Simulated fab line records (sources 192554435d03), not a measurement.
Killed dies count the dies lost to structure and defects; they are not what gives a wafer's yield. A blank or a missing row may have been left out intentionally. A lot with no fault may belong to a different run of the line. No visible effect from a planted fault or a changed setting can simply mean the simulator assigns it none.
fab line records ; flow n5Finfet
record: lots: 7; wafers: 18; lastDay: 17
route steps=1938 shown HKMG_FIN@423 BEOL_M4@1111
lots that met no fault: taken from a fault-free run of the same line
startH: the number of hours between the record's first day and the start of the first shown wafer of the lot ; waitH: hours from the lot's prior step to this one ; " repeats the value in the row above ; L1.1+2: one row covering several wafers at once ; - value missing, or start not given ; * or withheld: withheld ; < > ~ a bound
route shown NAME@n: names a module that has steps shown in the file, with the first one's number in the route ; usual: mean/standard deviation of fault-free wafers ; same: alike in all rows ; chamber/n: place in a boat ; sites: readings site by site ; _std_site: their standard deviation ; _edge_site: outer sites' mean less inner sites' ; radiusMm: for every site, how far away it sits from the centre of the wafer ; mask NAME#n: copy n ; behind: the last tool/chamber to shape the wafer ; hold: the reason the lot was held/the length of the hold in hours/how it ended ; device: which transistor (n, p or np) failed to switch ; end of line: the route-end tests of the same wafers ; a step with no rows: only its recipe ; killed: dies that structure and defects cost at the first sort, which is not the same as the wafer's yield ; map: the dies of a wafer, with x for killed, . for not killed, _ for no die there
set.NAME: the setting that was run; set.NAME@STEP: the one run at that earlier step ; model.NAME: the simulator's own value behind a step, which no gauge read
lots seen at some steps along the route; tables by step, rows by wafer
services: a tool's chamber out of use, with start hour (startH, from the record's first day; less than 0 if before it), hours out, and reason
== steps ==
step: N5_HKMG_FIN_COAT_30
recipe: resist: SiARC; tempC: 220; timeS: 60; spinRpm: 1500; resistThkNm: 35
step: N5_HKMG_FIN_COAT_06
recipe: resist: CAR-ArF; spinRpm: 1500; resistThkNm: 90
step: N5_HKMG_FIN_EBR_08
recipe: solvent: PGMEA; ebrWidthMm: 1.5
step: N5_HKMG_FIN_SOFTBAKE_07
recipe: tempC: 110; timeS: 60; resist: CAR-ArF
step: N5_HKMG_FIN_EXPOSE_09
recipe: maskId: NWFM; na: 1.35; sourceShape: conventional; sigmaOuter: 0.8; polarization: unpolarized; doseMj: 39.25
step: N5_HKMG_FIN_PEB_10
recipe: pebTempC: withheld; pebTimeS: 60; resist: CAR-ArF
step: N5_HKMG_FIN_DEVELOP_11
recipe: developTimeS: 30; developer: TMAH; resist: CAR-ArF; devTempC: 23; rinseLiquid: diw; dry: airSpin
step: N5_HKMG_FIN_CD_MEAS_12
recipe: targetCdNm: 92.8; landingEnergyEv: 500; detector: seInlens
usual: cdNm: 92.7/0.51
lot.wafer;tool;chamber;startH;waitH;cdNm
L141.1;cdSem-03;0;91.36;-;92.1
L141.2;cdSem-03;0;91.36;-;93.0
L141.5;cdSem-03;0;91.36;-;92.0
L150.1;cdSem-01;0;148.04;-;93.6
L150.5;cdSem-01;0;148.04;-;93.6
L151.1;cdSem-02;0;154.10;-;92.4
L151.6;cdSem-02;0;154.10;-;92.2
L152.3;cdSem-01;0;157.91;-;92.8
L152.6;cdSem-01;0;157.91;-;91.8
L155.2;cdSem-01;0;176.52;-;93.2
L155.3;cdSem-01;0;176.52;-;92.8
L155.6;cdSem-01;0;176.52;-;92.5
L158.2;cdSem-03;0;194.70;-;93.1
L158.3;cdSem-03;0;194.70;-;93.1
L158.6;cdSem-03;0;194.70;-;93.1
L160.3;cdSem-01;0;212.21;-;93.4
L160.5;cdSem-01;0;212.21;-;93.4
L160.6;cdSem-01;0;212.21;-;92.8
step: N5_HKMG_FIN_OVL_MEAS_13
recipe: pointsPerWafer: 44
usual: NWFM_OVL: -0.1/0.65
lot.wafer;tool;chamber;startH;waitH;NWFM_OVL[nm]
L141.1;overlay-02;0;91.39;0.0;-0.8
L141.2;overlay-02;0;91.39;0.0;-0.7
L141.5;overlay-02;0;91.39;0.0;0.3
L150.1;overlay-01;0;148.07;0.0;0.0
L150.5;overlay-01;0;148.07;0.0;0.2
L151.1;overlay-01;0;154.13;0.0;-0.3
L151.6;overlay-01;0;154.13;0.0;-0.5
L152.3;overlay-02;0;157.94;0.0;-0.2
L152.6;overlay-02;0;157.94;0.0;0.1
L155.2;overlay-01;0;176.55;0.0;-0.9
L155.3;overlay-01;0;176.55;0.0;-1.2
L155.6;overlay-01;0;176.55;0.0;-0.6
L158.2;overlay-02;0;194.73;0.0;-0.4
L158.3;overlay-02;0;194.73;0.0;-0.5
L158.6;overlay-02;0;194.73;0.0;-1.5
L160.3;overlay-01;0;212.24;0.0;-0.3
L160.5;overlay-01;0;212.24;0.0;0.8
L160.6;overlay-01;0;212.24;0.0;-0.6
step: N5_HKMG_FIN_INSPECT_14
recipe: mode: adi; inspectInstrument: macro
usual: rawDefectCount: 2.3/1.5
lot.wafer;tool;chamber;startH;waitH;rawDefectCount
L141.1;defectInspect-01;-;91.41;0.0;3
L141.2;defectInspect-01;-;91.41;0.0;0
L141.5;defectInspect-01;-;91.41;0.0;4
L150.1;defectInspect-01;-;148.10;0.0;1
L150.5;defectInspect-01;-;148.10;0.0;1
L151.1;defectInspect-02;-;154.15;0.0;2
L151.6;defectInspect-02;-;154.15;0.0;1
L152.3;defectInspect-02;-;157.97;0.0;1
L152.6;defectInspect-02;-;157.97;0.0;3
L155.2;defectInspect-01;-;176.57;0.0;4
L155.3;defectInspect-01;-;176.57;0.0;2
L155.6;defectInspect-01;-;176.57;0.0;3
L158.2;defectInspect-02;-;194.76;0.0;2
L158.3;defectInspect-02;-;194.76;0.0;3
L158.6;defectInspect-02;-;194.76;0.0;2
L160.3;defectInspect-01;-;212.26;0.0;5
L160.5;defectInspect-01;-;212.26;0.0;5
L160.6;defectInspect-01;-;212.26;0.0;3
step: N5_HKMG_FIN_DESCUM_17
recipe: chemistry: O2; timeS: 7.9; sourcePowerW: 50; biasPowerW: 20; pressureMtorr: 20; rfFrequencyHz: 2.712e+07; tempC: 40; resist: CAR-ArF; o2FlowSccm: 225
usual: drypumpMotorCurrentA: 5.5/0.38; oesProductAu: 0.81/0.098; rfVppV: 243.4/1.3; showerheadPlenumPTorr: 2.11/0.068; throttleValvePct: 20.43/0.29
lot.wafer;tool;chamber;startH;waitH;drypumpMotorCurrentA;oesProductAu;rfHoursCounterH;rfVppV;showerheadPlenumPTorr;throttleValvePct
L141.1;rieDiel-03;1;91.45;0.0;5.6;0.72;201;241.4;2.09;20.48
L141.2;rieDiel-03;3;91.45;0.0;5.7;0.70;227;243.9;2.15;20.94
L141.5;rieDiel-03;2;91.45;0.0;5.7;0.96;-;246.0;2.23;19.97
L150.1;rieDiel-03;0;148.21;0.1;5.0;0.89;26;242.8;2.06;20.47
L150.5;rieDiel-03;0;148.21;0.1;5.0;0.90;-;242.3;2.06;20.47
L151.1;rieDiel-03;2;154.19;0.0;5.6;0.91;17;244.6;2.23;19.99
L151.6;rieDiel-03;0;154.19;0.0;5.1;0.90;-;241.5;2.06;20.47
L152.3;rieDiel-03;2;158.00;0.0;5.6;0.91;19;245.3;2.23;20.00
L152.6;rieDiel-03;0;158.00;0.0;5.0;0.89;-;242.5;2.06;20.47
L155.2;rieDiel-06;3;176.60;0.0;6.5;0.71;206;244.0;2.15;20.53
L155.3;rieDiel-06;2;176.60;0.0;5.0;0.82;90;241.9;2.02;20.52
L155.6;rieDiel-06;1;176.60;0.0;5.3;0.75;-;242.1;2.01;20.75
L158.2;rieDiel-06;0;194.79;0.0;5.5;0.73;200;243.0;2.08;20.28
L158.3;rieDiel-06;1;194.79;0.0;5.3;0.75;139;242.9;2.01;20.75
L158.6;rieDiel-06;1;194.79;0.0;5.3;0.75;-;240.8;2.01;20.73
L160.3;rieDiel-06;1;212.44;0.2;5.3;0.75;145;241.9;2.01;20.76
L160.5;rieDiel-06;1;212.44;0.2;5.3;0.75;-;242.2;2.01;20.74
L160.6;rieDiel-06;0;212.44;0.2;5.5;0.72;-;242.6;2.08;20.27
step: N5_HKMG_FIN_ETCH_31
recipe: chemistry: CF4; target: SiARC; targetDepthA: 455; maskMaterial: CAR-ArF; timeS: 75.8; ionEnergyEv: 80; pressureMtorr: 40; sourceW: 545; biasW: 36; Ar_flow_sccm: 100; cf4FlowSccm: 100; ends: cleared
usual: drypumpMotorCurrentA: 5.5/0.38; etchRfOnTimeS: 76.3/1.7; oesProductAu: 0.69/0.084; rfVppV: 184.3/1.2; showerheadPlenumPTorr: 2.16/0.068; throttleValvePct: 15.62/0.28
lot.wafer;tool;chamber;startH;waitH;drypumpMotorCurrentA;etchRfOnTimeS;oesProductAu;rfHoursCounterH;rfVppV;showerheadPlenumPTorr;throttleValvePct
L141.1;rieDiel-03;1;91.48;0.0;5.6;77.8;0.61;201;182.7;2.13;15.65
L141.2;rieDiel-03;3;91.48;0.0;5.7;74.9;0.60;227;184.7;2.20;16.15
L141.5;rieDiel-03;2;91.48;0.0;5.7;75.0;0.83;-;184.1;2.29;15.18
L150.1;rieDiel-03;0;148.24;0.0;5.0;76.1;0.77;26;183.4;2.10;15.56
L150.5;rieDiel-03;0;148.24;0.0;5.0;76.2;0.77;-;182.6;2.10;15.56
L151.1;rieDiel-03;2;154.22;0.0;5.7;75.7;0.78;17;185.2;2.28;15.20
L151.6;rieDiel-03;0;154.22;0.0;5.0;75.0;0.77;-;183.2;2.10;15.57
L152.3;rieDiel-03;2;158.03;0.0;5.6;76.6;0.78;19;185.9;2.28;15.23
L152.6;rieDiel-03;0;158.03;0.0;5.0;75.3;0.77;-;183.9;2.10;15.56
L155.2;rieDiel-06;3;176.64;0.0;6.5;77.0;0.60;206;185.7;2.21;15.80
L155.3;rieDiel-06;2;176.64;0.0;5.0;75.9;0.69;90;184.2;2.09;15.78
L155.6;rieDiel-06;1;176.64;0.0;5.3;74.7;0.65;-;182.3;2.06;15.89
L158.2;rieDiel-06;0;194.82;0.0;5.5;76.3;0.62;200;184.1;2.13;15.56
L158.3;rieDiel-06;1;194.82;0.0;5.3;74.4;0.65;139;183.6;2.06;15.87
L158.6;rieDiel-06;1;194.82;0.0;5.3;74.8;0.65;-;182.1;2.06;15.88
L160.3;rieDiel-06;1;212.48;0.0;5.3;74.1;0.65;145;183.3;2.06;15.92
L160.5;rieDiel-06;1;212.48;0.0;5.3;74.2;0.65;-;182.8;2.06;15.91
L160.6;rieDiel-06;0;212.48;0.0;5.5;76.2;0.61;-;182.4;2.13;15.57
step: N5_HKMG_FIN_ETCH_32
recipe: chemistry: N2/H2; target: SOC; targetDepthA: 2400; tempC: 40; timeS: 300; ionEnergyEv: 200; maskMaterial: SiARC; pressureMtorr: 30; sourceW: 840; biasW: 150; n2FlowSccm: 200; h2FlowSccm: 200
usual: drypumpMotorCurrentA: 5.5/0.38; h2FlowSccm: 200.0/0.58; n2FlowSccm: 199.9/0.59; oesProductAu: 0.80/0.1; rfVppV: 524.3/2.4; showerheadPlenumPTorr: 2.56/0.084; throttleValvePct: 17.8/0.32
lot.wafer;tool;chamber;startH;waitH;drypumpMotorCurrentA;h2FlowSccm;n2FlowSccm;oesProductAu;rfHoursCounterH;rfVppV;showerheadPlenumPTorr;throttleValvePct;model.HKMG_FIN.featureDepthNm;model.etch.depthNm;model.SiARC_of_HKMG_FIN_COAT_30.thkNm
L141.1;rieDiel-03;1;91.54;0.0;5.6;199.5;200.1;0.70;201;522.1;2.52;17.8;227.2;227.3;21.8
L141.2;rieDiel-03;3;91.54;0.0;5.7;200.1;200.3;0.69;227;525.8;2.63;18.5;236.4;236.4;21.2
L141.5;rieDiel-03;2;91.54;0.0;5.6;200.1;200.2;0.96;-;528.2;2.71;17.4;236.8;236.8;21
L150.1;rieDiel-03;0;148.30;0.0;5.1;199.5;200.4;0.88;26;522.2;2.49;17.8;237.4;237.4;21.6
L150.5;rieDiel-03;0;148.30;0.0;5.0;198.4;200.0;0.77;-;523.8;2.49;17.8;183.6;183.6;24.6
L151.1;rieDiel-03;2;154.28;0.0;5.7;200.7;200.3;0.91;17;527.9;2.71;17.4;236.8;236.9;21
L151.6;rieDiel-03;0;154.28;0.0;5.0;200.8;201.1;0.76;-;522.9;2.49;17.8;184.2;184.3;24.2
L152.3;rieDiel-03;2;158.09;0.0;5.7;199.7;199.4;0.91;19;530.3;2.71;17.4;235.2;235.3;21.4
L152.6;rieDiel-03;0;158.09;0.0;5.1;199.5;200.3;0.77;-;521.8;2.49;17.8;184.6;184.7;24.4
L155.2;rieDiel-06;3;176.70;0.0;6.5;198.9;200.3;0.72;206;527.7;2.63;18.1;238.2;238.2;21.2
L155.3;rieDiel-06;2;176.70;0.0;5.0;200.4;200.1;0.81;90;521.5;2.47;18.0;240.2;240.2;21.2
L155.6;rieDiel-06;1;176.70;0.0;5.3;199.8;200.0;0.76;-;520.8;2.45;18.2;242.2;242.3;21.2
L158.2;rieDiel-06;0;194.88;0.0;5.5;201.3;199.4;0.72;200;522.8;2.52;17.7;236;235.9;21.8
L158.3;rieDiel-06;1;194.88;0.0;5.3;198.8;199.6;0.76;139;520.7;2.45;18.1;245.8;245.7;20.8
L158.6;rieDiel-06;1;194.88;0.0;5.3;199.6;199.7;0.76;-;521.2;2.45;18.2;244;244.1;21.2
L160.3;rieDiel-06;1;212.53;0.0;5.4;200.1;199.3;0.75;145;520.3;2.45;18.2;244.2;244.2;21
L160.5;rieDiel-06;1;212.53;0.0;5.3;200.7;199.5;0.75;-;520.4;2.45;18.2;240.4;240.5;21.2
L160.6;rieDiel-06;0;212.53;0.0;5.5;200.0;199.1;0.71;-;523.0;2.52;17.7;234.8;234.8;21.6
step: N5_HKMG_FIN_STRIP_33
recipe: chemistry: N2/H2; tempC: 40; n2FlowSccm: 200; h2FlowSccm: 200; rfFrequencyHz: 6e+07
step: N5_BEOL_M4_RC_MEAS_101
usual: DIBL_N: 36.4/1.4; DIBL_P: 36.3/1.8; IOFF_N: 0.163/0.024; IOFF_P: 0.21/0.034; ION_N: 673/11; ION_P: 461/7.4; SS_N: 71.6/0.52; SS_P: 73.3/0.58; VT_N: 249.4/2.5; VT_P: -250/3.5
lot.wafer;tool;chamber;startH;waitH;DIBL_N[mV/V];DIBL_P[mV/V];IOFF_N[nA/um];IOFF_P[nA/um];ION_N[uA/um];ION_P[uA/um];SS_N[mV/dec];SS_P[mV/dec];VT_N[mV];VT_P[mV]
L141.1;prober-02;0;185.89;0.0;35.0;34.8;0.139;0.17;670;451;70.5;72.4;250.9;-254
L141.2;prober-02;0;185.89;0.0;37.5;38.6;0.190;0.22;685;464;71.5;73.7;244.7;-250
L141.5;prober-02;0;185.89;0.0;37.7;38.4;0.194;0.22;670;456;72.1;73.8;245.4;-251
L150.1;prober-01;0;239.59;0.0;35.9;35.9;0.157;0.20;669;457;71.4;73.5;248.8;-250
L150.5;prober-01;0;239.59;0.0;38.5;39.9;0.225;0.28;694;471;72.7;73.8;243.7;-246
L151.1;prober-01;0;255.18;0.0;37.1;37.2;0.172;0.24;684;469;72.0;72.5;247.0;-248
L151.6;prober-01;0;255.18;0.0;36.9;37.1;0.165;0.24;683;476;71.8;73.1;248.9;-244
L152.3;prober-01;0;258.22;0.3;37.8;38.8;0.212;0.27;681;466;72.2;73.9;247.0;-246
L152.6;prober-01;0;258.22;0.3;34.7;35.5;0.158;0.21;678;466;71.9;73.9;249.5;-249
L155.2;prober-01;0;266.76;0.2;35.9;36.8;0.161;0.21;685;467;71.5;73.3;248.3;-249
L155.3;prober-01;0;266.76;0.2;35.8;36.6;0.169;0.20;693;466;70.8;72.5;246.7;-248
L155.6;prober-01;0;266.76;0.2;35.4;35.5;0.153;0.19;673;458;70.7;72.3;248.1;-251
L158.2;prober-01;0;286.57;0.2;37.4;37.1;0.166;0.23;674;464;72.2;73.5;248.7;-248
L158.3;prober-01;0;286.57;0.2;38.9;38.8;0.193;0.27;688;467;71.9;73.6;249.4;-247
L158.6;prober-01;0;286.57;0.2;39.5;39.1;0.201;0.27;686;471;72.2;74.1;247.1;-244
L160.3;prober-02;0;300.44;0.3;36.6;32.3;0.148;0.16;665;447;71.3;72.9;253.0;-256
L160.5;prober-02;0;300.44;0.3;36.6;33.5;0.160;0.18;679;456;71.4;73.5;248.1;-256
L160.6;prober-02;0;300.44;0.3;35.2;31.7;0.131;0.16;664;454;71.5;73.3;250.8;-254
== services ==
tool;chamber;startH;hours;kind
rieDiel-03;2;69.94;-;clean
rieDiel-03;2;69.94;-;consumableReplace:focusRing
rieDiel-03;2;69.94;-;consumableReplace:showerhead
rieDiel-03;2;69.94;13.2;scheduledDown
rieDiel-03;2;69.94;13.2;ventCycle
rieDiel-03;0;111.09;14.0;repair
rieDiel-03;3;148.21;-;clean
rieDiel-03;3;148.21;-;consumableReplace:focusRing
rieDiel-03;3;148.21;29.4;scheduledDown
rieDiel-03;3;148.21;29.4;ventCycle
rieDiel-03;1;211.40;-;clean
rieDiel-03;1;211.40;-;consumableReplace:focusRing
rieDiel-03;1;211.40;17.4;scheduledDown
rieDiel-03;1;211.40;17.4;ventCycle
== key ==
firstSign none at tools or gauges
modelEffect: step: N5_HKMG_FIN_ETCH_32; value: HKMG_FIN.featureDepthNm; without: 238.4; struck: 184.1
metAt N5_HKMG_FIN_ETCH_32
struckWafers L150.5,L151.6,L152.6
onsetBetween 91.54 148.30
fault: kind: processParameterDrift; tool: rieDiel-03; chamber: -; onsetH: 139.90; steps: N5_HKMG_FIN_ETCH_32; channel: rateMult; offset: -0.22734; shape: step; endH: 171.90; scope: struckWafersOnly
